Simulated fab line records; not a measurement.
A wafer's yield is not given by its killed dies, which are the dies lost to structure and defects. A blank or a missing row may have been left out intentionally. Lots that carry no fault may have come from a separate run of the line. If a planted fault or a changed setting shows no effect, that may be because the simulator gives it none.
A struck lot beside a sound one ; flow n5-finfet ; 41 out of 1938 route steps
Sound: wafers L398.1, L398.2, L398.5. Struck: wafer L411.1 (L411.3, L411.4, from the same lot, were not struck and are left out); the cause is given at the end.
Per side, at each step with rows, come the tool, then ch with its chambers, and then its first start. Under that, the readings that differ: sound wafers ; struck wafers ; difference of the means ; sigmas: that difference in standard deviations of wafers without a fault.
alike: same words and numbers on both sides, and readings whose means sit less than 2 such deviations apart. not compared: any withheld reading, any reading some wafer has no value for, any bound like >300 that may hide the same value, and any number with overlapping values for which the record gives no deviation.
Wherever a step has rows on one side only, a row that says differs or no value, or a row with sigmas, the two part there. Non-overlapping numbers with no deviation appear without sigmas and do not part them. A reading missing from all wafers of one side parts the sides only when that side holds two or more wafers.

first, 1 step without rows for these wafers: N5_BEOL_M2_STRIP_97 (strips in N2/H2, time 10 s).
N5_BEOL_M2_OCD_MEAS_38:
  sound on ocd-02 at day 6 18:35; struck on ocd-01 at day 11 01:48
  alike: trench-depth-nm
then, 4 steps without rows for these wafers: N5_BEOL_M2_HM_STRIP_39 (strips TiN in peroxide tin strip, target depth 25 nm, time 158 s); N5_BEOL_M2_SRD_40 (time 30 s); N5_BEOL_M2_PRECLEAN_42 (cleans in residue remover, time 60 s); N5_BEOL_M2_SRD_43 (time 30 s).
N5_BEOL_M2_CD_MEAS_35: target cd 18 nm, target cd y 22.2 nm.
  sound on cd-sem-01 at day 6 18:45; struck on cd-sem-02 at day 11 01:57
  alike: cd-nm
then, 3 steps without rows for these wafers: N5_BEOL_M2_DEGAS_44 (time 60 s); N5_BEOL_M2_PRE_CLEAN_45 (time 30 s); N5_BEOL_M2_ALD_84 (deposits TaN, pulse time 2 s, purge time 3 s, co reactant purge time 2 s).
N5_BEOL_M2_SURFACE_TREAT_85:
  sound on pvd-sputter-01 at day 6 19:12; struck on pvd-sputter-01 at day 11 02:37
  not compared: throttle-valve-pct
then, 1 step without rows for these wafers: N5_BEOL_M2_CVD_47 (deposits Co from CCTBA/H2, target thk 3 nm, time 223.8 s).
N5_BEOL_M2_SPUTTER_48: material Cu, target thk 4.5 nm, time 8.29 s.
  sound on pvd-sputter-03 at day 6 19:29; struck on pvd-sputter-01 at day 11 03:05
  alike: susceptor-temp-C, throttle-valve-pct
then, 2 steps without rows for these wafers: N5_BEOL_M2_ANNEAL_49 (time 240 s); N5_BEOL_M2_SPUTTER_79 (material Cu, target thk 4.5 nm, time 8.29 s).
N5_BEOL_M2_ANNEAL_80: time 240 s.
  sound on pvd-sputter-03 at day 6 19:47; struck on pvd-sputter-01 at day 11 03:23
  alike: heater-power-w, susceptor-temp-C
then, 2 steps without rows for these wafers: N5_BEOL_M2_SPUTTER_81 (material Cu, target thk 4.5 nm, time 8.29 s); N5_BEOL_M2_ANNEAL_82 (time 240 s).
N5_BEOL_M2_SPUTTER_86: material Cu, target thk 4.5 nm, time 8.29 s.
  sound on pvd-sputter-03 at day 6 20:08; struck on pvd-sputter-01 at day 11 03:45
  alike: susceptor-temp-C, throttle-valve-pct
then, 17 steps without rows for these wafers: N5_BEOL_M2_ANNEAL_87 (time 240 s); N5_BEOL_M2_SPUTTER_88 (material Cu, target thk 4.5 nm, time 8.29 s); N5_BEOL_M2_ANNEAL_89 (time 240 s); N5_BEOL_M2_SPUTTER_90 (material Cu, target thk 4.5 nm, time 8.29 s); N5_BEOL_M2_ANNEAL_91 (time 240 s); N5_BEOL_M2_SPUTTER_92 (material Cu, target thk 4.5 nm, time 8.29 s); N5_BEOL_M2_ANNEAL_93 (time 240 s); N5_BEOL_M2_SPUTTER_94 (material Cu, target thk 4.5 nm, time 8.29 s); N5_BEOL_M2_ANNEAL_95 (time 240 s); N5_BEOL_M2_SPUTTER_96 (material Cu, target thk 4.5 nm, time 8.29 s); N5_BEOL_M2_ECD_50 (material Cu, target thk 300 nm); N5_BEOL_M2_ANNEAL_51 (time 90 s); N5_BEOL_M2_CMP_52 (polishes, stops on SiOC, t overpolish 6.8 s, target thk 40 nm); N5_BEOL_M2_PRE_CLEAN_60 (time 15 s); N5_BEOL_M2_CO_CAP_55 (material Co, precursor CCTBA/H2, target thk 2 nm, time 102.1 s); N5_BEOL_M2_PRE_CLEAN_56 (time 15 s); N5_BEOL_M2_DEP_57 (deposits SiCN from 3MS/NH3, target thk 8 nm, time 14 s).
N5_BEOL_M2_RS_MEAS_58: measurement is done with a four-point probe.
  sound on film-metro-01 at day 6 22:23; struck on film-metro-01 at day 11 05:55
  alike: M2_RS
N5_BEOL_M3_ILD_DEP_00: deposits SiOC from DEMS/O2, target thk 79 nm, time 15.3 s.
  sound on pecvd-03 ch 0,2, day 6 22:27; struck on pecvd-04 ch 2, day 11 05:59
  alike: heater-power-w, showerhead-plenum-p-Torr, showerhead-vpp-V, susceptor-temp-C, throttle-valve-pct
  not compared: since-wet-clean-h
N5_BEOL_M3_THK_MEAS_01:
  sound on film-metro-02 at day 6 22:31; struck on film-metro-01 at day 11 06:03
  alike: M3_ILD_THK
N5_BEOL_M3_PECVD_72: deposits SiO2 from TEOS/O2, target thk 16 nm, time 18 s.
  sound on pecvd-02 ch 1,2, day 6 22:33; struck on pecvd-03 ch 2, day 11 06:05
  alike: heater-power-w, showerhead-plenum-p-Torr, showerhead-vpp-V, susceptor-temp-C, throttle-valve-pct
  not compared: since-wet-clean-h
-- a jump in the record: the struck wafers' starts before and after are 5 days apart (it breaks off in module BEOL_M3 and resumes in module PASSIVATION, where the first step shown is number 1936 of the route) --
N5_PASSIVATION_PROBE_49:
  sound on prober-02 at day 11 16:22; struck on prober-02 at day 16 06:41
reading;sound;struck;difference;sigmas
defect-limited-yield (%);91.2 89.7 93.6;79.8;-11.7;-7
killed_at_M0_to_M3;33 36 32;169;+135;+12
killed-dies;104 122 75;238;+138;+7
sort_bin_5_function (%);5.3 6.4 3.7;14.2;+9.1;+9
sort_bin_6_memory (%);2.9 3.4 2.5;4.5;+1.6;+2
sort-n-pass;1076 1058 1105;942;-138;-7
sort-yield-pct (%);91.2 89.7 93.6;79.8;-11.7;-7
  alike: killed_at_M4_up, killed-at-contacts, killed-at-front-end, killed-at-other, killed-open, killed-short, sort_bin_8_speed

== WHERE THEY PART ==
Within this record, at N5_PASSIVATION_PROBE_49 only.

WHY: whatever the simulator had introduced
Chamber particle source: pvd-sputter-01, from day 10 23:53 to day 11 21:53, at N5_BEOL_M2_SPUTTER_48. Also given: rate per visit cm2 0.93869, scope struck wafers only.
